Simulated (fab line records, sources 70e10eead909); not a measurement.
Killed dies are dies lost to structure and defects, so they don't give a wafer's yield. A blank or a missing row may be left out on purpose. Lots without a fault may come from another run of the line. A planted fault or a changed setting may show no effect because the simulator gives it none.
Chamber matching | flow nand_harc | NHARC_P_STI_ETCH_42 on rie_diel-13: 4 sister chambers
The step etches the open film in N2/H2, target depth 80 nm, overetch 24 nm, time 61 s. 4 wafers are shown with their chamber, then 8 later ones without.

WAFERS WITH THEIR CHAMBER
wafer  | chamber | drypump_motor_current_A (A)
L483.1 | 3       | 5.92
L486.5 | 1       | 6.36
L487.1 | 0       | 6.51
L490.2 | 2       | 5.74

WAFERS WITHOUT THEIR CHAMBER
wafer  | drypump_motor_current_A (A)
L490.5 | 5.73
L490.6 | 6.34
L496.1 | 6.57
L496.3 | 5.76
L496.4 | 6.31
L497.1 | 5.90
L497.2 | 6.55
L497.6 | 6.57

WHICH CHAMBER EACH WENT THROUGH
wafer  | from the rows above | in truth
L490.5 | 2                   | 2
L490.6 | 1                   | 1
L496.1 | 0                   | 0
L496.3 | 2                   | 2
L496.4 | 1                   | 1
L497.1 | 3                   | 3
L497.2 | 0                   | 0
L497.6 | 0                   | 0
Placed correctly: 8 of 8. Can't be placed from these rows: 0. Placed wrongly: 0.
How it was worked out, from the rows above alone: a wafer's distance from a chamber is the root of the sum, over the readings, of the square of ((its reading less the chamber's mean) divided by the reading's scatter). The wafer belongs to the nearest chamber; if the next one is less than 2 further off, it can't be placed. A chamber's mean is the mean of its shown wafers. The scatter: with one shown wafer a chamber, the root of the mean of the squares of how far each hidden wafer lies from its nearest shown one.
